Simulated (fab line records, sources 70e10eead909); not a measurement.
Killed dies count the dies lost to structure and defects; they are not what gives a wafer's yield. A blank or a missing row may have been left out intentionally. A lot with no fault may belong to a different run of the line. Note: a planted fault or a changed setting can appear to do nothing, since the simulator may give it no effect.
Which of the tools did it?    flow nand_harc    42 wafers from 14 lots sampled at 4 of the route's 1302 steps

## WHAT THE GAUGES READ, wafer by wafer
No reading from a measuring or inspecting step in the record can be judged against a usual standard deviation.

## WHAT TOOL EACH LOT RAN ON (gives the tool, then ch and the chambers of the sampled wafers, and finally the start)
lot   NHARC_A_CHANNEL_HOLE_D1_ETCH_23   NHARC_A_CHANNEL_HOLE_D1_XSEM_31  NHARC_A_CHANNEL_FILL_D1_CVD_18                                         NHARC_A_CHANNEL_FILL_D1_ETCHBACK_08
L272  har_etch-02 ch 0,1, day 8 17:34   xsem-01 ch 0, day 8 21:44        lpcvd_poly-03 ch 0, day 9 19:16                                        rie_diel-09 ch 1,2,3, no start
L273  har_etch-02 ch 0,1, day 9 08:32   xsem-01 ch 0, day 9 12:42        lpcvd_poly-01 ch 0, day 10 11:04                                       rie_diel-03 ch 0,1,3, no start
L274  har_etch-01 ch 0,1, day 9 11:02   xsem-02 ch 0, day 9 15:03        lpcvd_poly-01 ch 0, day 10 11:04                                       rie_diel-08 ch 2,3, no start
L276  har_etch-02 ch 0, day 10 08:11    xsem-01 ch 0, day 10 12:23       lpcvd_poly-03 ch 0, day 11 10:32                                       rie_diel-09 ch 0,2,3, no start
L277  har_etch-01 ch 0,1, day 10 14:58  xsem-01 ch 0, day 10 18:55       lpcvd_poly-04 ch 0, day 11 18:13 and lpcvd_poly-01 ch 0, day 11 20:50  rie_diel-08 ch 0,1, no start
L284  har_etch-01 ch 0,1, day 14 00:02  xsem-02 ch 0, day 14 04:07       lpcvd_poly-03 ch 0, day 15 02:35                                       rie_diel-09 ch 0,1,2, no start
L287  har_etch-01 ch 0,1, day 14 18:36  xsem-01 ch 0, day 14 22:47       lpcvd_poly-04 ch 0, day 15 21:13                                       rie_diel-09 ch 0,1,2, no start
L288  har_etch-02 ch 0,1, day 15 10:47  xsem-01 ch 0, day 15 14:56       lpcvd_poly-04 ch 0, day 16 14:22                                       rie_diel-03 ch 0,2, no start
L289  har_etch-02 ch 0,1, day 15 20:38  xsem-01 ch 0, day 16 00:42       lpcvd_poly-04 ch 0, day 16 23:05                                       rie_diel-03 ch 0,1, no start
L290  har_etch-02 ch 0,1, day 16 05:15  xsem-02 ch 0, day 16 09:26       lpcvd_poly-04 ch 0, day 17 08:46                                       rie_diel-08 ch 2,3, no start
L291  har_etch-01 ch 1, day 16 15:36    xsem-02 ch 0, day 16 19:39       lpcvd_poly-04 ch 0, day 17 19:01                                       rie_diel-03 ch 0,1, no start
L292  har_etch-01 ch 0,1, day 17 09:08  xsem-01 ch 0, day 17 13:05       lpcvd_poly-03 ch 0, day 18 15:04                                       rie_diel-03 ch 0,3, no start
L293  har_etch-01 ch 0, day 17 17:15    xsem-01 ch 0, day 17 21:25       lpcvd_poly-01 ch 0, day 18 20:02                                       rie_diel-09 ch 0,1, no start
L295  har_etch-02 ch 1, day 18 02:26    xsem-01 ch 0, day 18 06:36       lpcvd_poly-03 ch 0, day 19 04:58                                       rie_diel-03 ch 0,2, no start
- NHARC_A_CHANNEL_HOLE_D1_ETCH_23: etches the open film in C4F8/O2/Ar, time 819 s, target depth 1600 nm.
- NHARC_A_CHANNEL_HOLE_D1_XSEM_31
- NHARC_A_CHANNEL_FILL_D1_CVD_18: deposits poly-Si, target thk 3 nm.
- NHARC_A_CHANNEL_FILL_D1_ETCHBACK_08: etches the open film in C4F8, target depth 220 nm, time 110 s.

## AS READ BY THE TOOLS THEMSELVES (means over the sampled wafers that have a number; for cases with no such wafer, the mark the record gives instead)
NHARC_A_CHANNEL_HOLE_D1_ETCH_23. Usual: c4f8_flow_sccm 89.38 sccm, standard deviation 0.27; drypump_motor_current_A 5.9 A, standard deviation 0.3; showerhead_plenum_p_Torr 3.65 Torr, standard deviation 0.12; throttle_valve_pct 32.154 %, standard deviation 0.0091.
lot   tool         c4f8_flow_sccm (sccm)  drypump_motor_current_A (A)  showerhead_plenum_p_Torr (Torr)  throttle_valve_pct (%)  flag
L272  har_etch-02  88.93                  5.8                          3.59                             32.153                  
L273  har_etch-02  89.27                  6.0                          3.67                             32.151                  
L274  har_etch-01  89.49                  5.8                          3.71                             32.152                  
L276  har_etch-02  89.36                  6.2                          3.75                             32.157                  
L277  har_etch-01  89.29                  5.6                          3.68                             32.156                  
L284  har_etch-01  89.60                  5.7                          3.65                             32.159                  
L287  har_etch-01  89.44                  5.7                          3.65                             32.149                  
L288  har_etch-02  89.64                  6.0                          3.62                             32.153                  
L289  har_etch-02  89.20                  5.8                          3.54                             32.155                  
L290  har_etch-02  89.70                  6.0                          3.62                             32.155                  
L291  har_etch-01  89.08                  5.4                          3.61                             32.155                  
L292  har_etch-01  89.41                  5.6                          3.63                             32.153                  
L293  har_etch-01  89.28                  6.1                          3.67                             32.151                  
L295  har_etch-02  89.36                  5.6                          3.93                             32.162                  

NHARC_A_CHANNEL_HOLE_D1_XSEM_31. Usual: bot_cd_nm 74.8 nm, standard deviation 1.2; bow_nm 8.7 nm, standard deviation 0.36; tilt_deg 0.07 degrees, standard deviation 0.037.
lot   tool     bot_cd_nm (nm)  bow_nm (nm)  tilt_deg (degrees)  flag
L272  xsem-01  73.1            8.6          0.10                
L273  xsem-01  74.9            8.5          0.02                
L274  xsem-02  74.4            8.9          0.08                
L276  xsem-01  74.7            9.4          0.09                
L277  xsem-01  75.3            8.7          0.08                
L284  xsem-02  77.0            8.6          0.13                
L287  xsem-01  74.0            8.8          0.00                
L288  xsem-01  74.1            8.8          0.11                
L289  xsem-01  75.6            8.8          0.11                
L290  xsem-02  75.2            8.4          0.10                
L291  xsem-02  73.0            8.3          0.09                
L292  xsem-01  74.7            8.3          0.04                
L293  xsem-01  77.4            8.9          0.08                
L295  xsem-01  76.6            8.0          0.05                

NHARC_A_CHANNEL_FILL_D1_CVD_18. Usual: spike_tc_bottom_C at 575.0 C, with a standard deviation of 1.1.
lot   tool                         spike_tc_bottom_C (C)  flag
L272  lpcvd_poly-03                575.9                  
L273  lpcvd_poly-01                574.1                  
L274  lpcvd_poly-01                574.2                  
L276  lpcvd_poly-03                575.7                  
L277  lpcvd_poly-04/lpcvd_poly-01  574.4                  
L284  lpcvd_poly-03                575.3                  
L287  lpcvd_poly-04                573.0                  
L288  lpcvd_poly-04                574.6                  
L289  lpcvd_poly-04                575.0                  
L290  lpcvd_poly-04                574.9                  
L291  lpcvd_poly-04                575.8                  
L292  lpcvd_poly-03                575.2                  
L293  lpcvd_poly-01                574.7                  
L295  lpcvd_poly-03                575.1                  

NHARC_A_CHANNEL_FILL_D1_ETCHBACK_08. Usual: oes_product_au 0.94 a.u., standard deviation 0.032; rf_vpp_V 440.2 V, standard deviation 2.7.
lot   tool         oes_product_au (a.u.)  rf_vpp_V (V)  flag
L272  rie_diel-09  0.97                   441.2         
L273  rie_diel-03  0.92                   440.1         
L274  rie_diel-08  1.00                   442.6         
L276  rie_diel-09  0.93                   439.7         
L277  rie_diel-08  0.98                   437.1         
L284  rie_diel-09  0.92                   438.8         
L287  rie_diel-09  1.00                   438.7         
L288  rie_diel-03  0.92                   438.6         
L289  rie_diel-03  0.92                   439.7         
L290  rie_diel-08  0.92                   443.5         
L291  rie_diel-03  0.93                   439.9         
L292  rie_diel-03  0.92                   438.5         
L293  rie_diel-09  0.92                   440.1         
L295  rie_diel-03  0.92                   439.4         

## THE ANSWER, worked out from the rows above alone
Rule: lot off if the mean of its wafers having a number is beyond 3 standard deviations from the usual mean. Also off: a lot with no number at a reading for which 4 or more lots have one. The other lots that the step has rows for count as sound. The gauges are gone through in route order, then the tools' own readings, and for those a lot's mean is taken as printed above. The first step at which some lot is off is used, and at that step the reading that is off furthest; a lot without a number counts as furthest.
No lot is off on any of the readings shown, so nothing can be concluded from this.

## WHAT THE SIMULATOR HAD PUT IN
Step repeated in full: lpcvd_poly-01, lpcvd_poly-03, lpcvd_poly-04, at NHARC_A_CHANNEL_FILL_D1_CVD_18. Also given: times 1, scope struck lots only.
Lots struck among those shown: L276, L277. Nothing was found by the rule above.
